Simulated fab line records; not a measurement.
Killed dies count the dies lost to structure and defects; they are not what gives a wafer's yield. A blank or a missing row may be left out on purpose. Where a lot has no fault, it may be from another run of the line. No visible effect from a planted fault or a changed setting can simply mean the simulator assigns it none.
Matching of chambers | flow nandHarc | rieDiel-05 running NHARC_A_STAIRCASE_DESCUM_443: 3 sister chambers
The step chemistry O2, time 3 s. 16 wafers are shown with their chamber, then 7 later ones without.

WAFERS PAIRED WITH THEIR CHAMBERS
wafer  | chamber | drypumpMotorCurrentA (A) | showerheadPlenumPTorr (Torr) | throttleValvePct (%)
L075.1 | 3       | 5.1                      | 2.05                         | 11.325
L075.4 | 1       | 5.8                      | 2.03                         | 11.305
L075.5 | 0       | 5.0                      | 1.94                         | 11.316
L077.1 | 3       | 5.2                      | 2.05                         | 11.344
L077.3 | 0       | 5.0                      | 1.94                         | 11.303
L077.6 | 1       | 5.8                      | 2.03                         | 11.311
L082.2 | 0       | 5.0                      | 1.93                         | 11.312
L082.5 | 0       | 5.0                      | 1.93                         | 11.322
L082.6 | 3       | 5.2                      | 2.04                         | 11.329
L084.4 | 1       | 5.8                      | 2.02                         | 11.313
L084.5 | 0       | 5.0                      | 1.93                         | 11.309
L084.6 | 1       | 5.8                      | 2.02                         | 11.300
L089.2 | 0       | 5.0                      | 1.92                         | 11.310
L089.4 | 3       | 5.2                      | 2.04                         | 11.311
L089.5 | 0       | 5.0                      | 1.93                         | 11.320
L090.1 | 3       | 5.2                      | 2.04                         | 11.308

SIGNATURES (averages over the wafers above)
reading               | chamber 0 | chamber 1 | chamber 3 | scatter within a chamber
drypumpMotorCurrentA  | 5.000     | 5.800     | 5.180     | 0.0248
showerheadPlenumPTorr | 1.9314    | 2.0250    | 2.0440    | 0.00624
throttleValvePct      | 11.31314  | 11.30725  | 11.32340  | 0.00968
Rule: a wafer's distance from a chamber is the root of the sum, over the readings, of the square of ((its reading less the chamber's mean) divided by the reading's scatter). The wafer belongs to the nearest chamber; if the next one is less than 2 further off, it can't be placed. How the scatter is found: for the shown wafers, subtract from each reading the mean of its chamber, square and add these, divide the total by (wafers less chambers), then take the root.

WAFERS MISSING THEIR CHAMBER
wafer  | drypumpMotorCurrentA (A) | showerheadPlenumPTorr (Torr) | throttleValvePct (%)
L090.6 | 5.2                      | 2.04                         | 11.319
L094.2 | 5.8                      | 2.01                         | 11.297
L094.4 | 5.1                      | 2.03                         | 11.302
L094.6 | 5.8                      | 2.01                         | 11.310
L096.1 | 5.2                      | 2.03                         | 11.323
L096.4 | 5.0                      | 1.92                         | 11.329
L096.5 | 5.8                      | 2.01                         | 11.319

THE CHAMBER EACH PASSED THROUGH
wafer  | from the rows above | in truth
L090.6 | 3                   | 3
L094.2 | 1                   | 1
L094.4 | 3                   | 3
L094.6 | 1                   | 1
L096.1 | 3                   | 3
L096.4 | 0                   | 0
L096.5 | 1                   | 1
Correctly placed: 7 of 7. Left unplaced by these rows: 0. Number placed wrongly: 0.
